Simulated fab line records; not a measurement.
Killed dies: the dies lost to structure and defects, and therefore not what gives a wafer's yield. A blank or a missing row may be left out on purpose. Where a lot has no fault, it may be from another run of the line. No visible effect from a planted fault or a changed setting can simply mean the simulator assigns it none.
Tool commonality check -- flow nand harc -- Sample size 3 lots and 9 wafers

## THE REASON FOR OPENING IT
Flagged at NHARC_END_SORT_01: reading killed at array, on 3 of 3 lots. Fault-free wafers read 59, with a standard deviation of 20.
Rule: a lot gets a flag if all its wafers with a number sit over 4 standard deviations from that mean, or if no wafer of it has a number. As for the other lots, they are considered sound.

lot,measured,on,"killed at array, wafer by wafer",flag
L795,day 28 06:17,prober-01,668 671 674,FLAGGED
L794,day 28 15:27,prober-02,670 676 672,FLAGGED
L796,day 29 14:40,prober-01,673 674 668,FLAGGED
The numbers of the flagged lots are 672 on average: +613 against the usual, or +31 standard deviations.

## TOOL THAT RAN EACH LOT
The record keeps 1 process step preceding the reading, out of 1302 steps on the route. Each cell gives the tool, then ch followed by the chambers the sampled wafers passed through, then the start.
lot,flag,NHARC_A_DECK1_JOINT_CVD_12
L795,FLAGGED,"lpcvd poly-02, day 15 04:26"
L794,FLAGGED,"lpcvd poly-02, day 15 04:26"
L796,FLAGGED,"lpcvd poly-02, day 16 01:41"
These steps, and what they do:
- NHARC_A_DECK1_JOINT_CVD_12: deposits poly-Si, target thk 90 nm, time 1800 s.
- NHARC_END_SORT_01

## FLAGGED AGAINST TOTAL, ONE TOOL AT A TIME (gauges that did the reading follow at the end)
step,tool,lots run,flagged,share of the flagged lots,sound lots run after its first flagged lot
NHARC_A_DECK1_JOINT_CVD_12,lpcvd poly-02,3,3,all,0
NHARC_END_SORT_01,prober-01,2,2,some,0
NHARC_END_SORT_01,prober-02,1,1,some,0

## THE TABLE: WHAT IT ALLOWS
Rows of the table that ran each flagged lot: 1, that is lpcvd poly-02 at NHARC_A_DECK1_JOINT_CVD_12.
- lpcvd poly-02 at NHARC_A_DECK1_JOINT_CVD_12: 3 of its 3 lots flagged. The start can't be narrowed down: in this sample, it ran no sound lot prior to its first flagged lot.
What remains is a single tool, lpcvd poly-02 at NHARC_A_DECK1_JOINT_CVD_12.

## WHAT THE SIMULATOR PUT IN
At NHARC_A_DECK1_JOINT_CVD_12, the step was skipped entirely on lpcvd poly-02 from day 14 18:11 on. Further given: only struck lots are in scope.
Shown lots that were struck: L795, L794, L796. This agrees with what the rule above found.
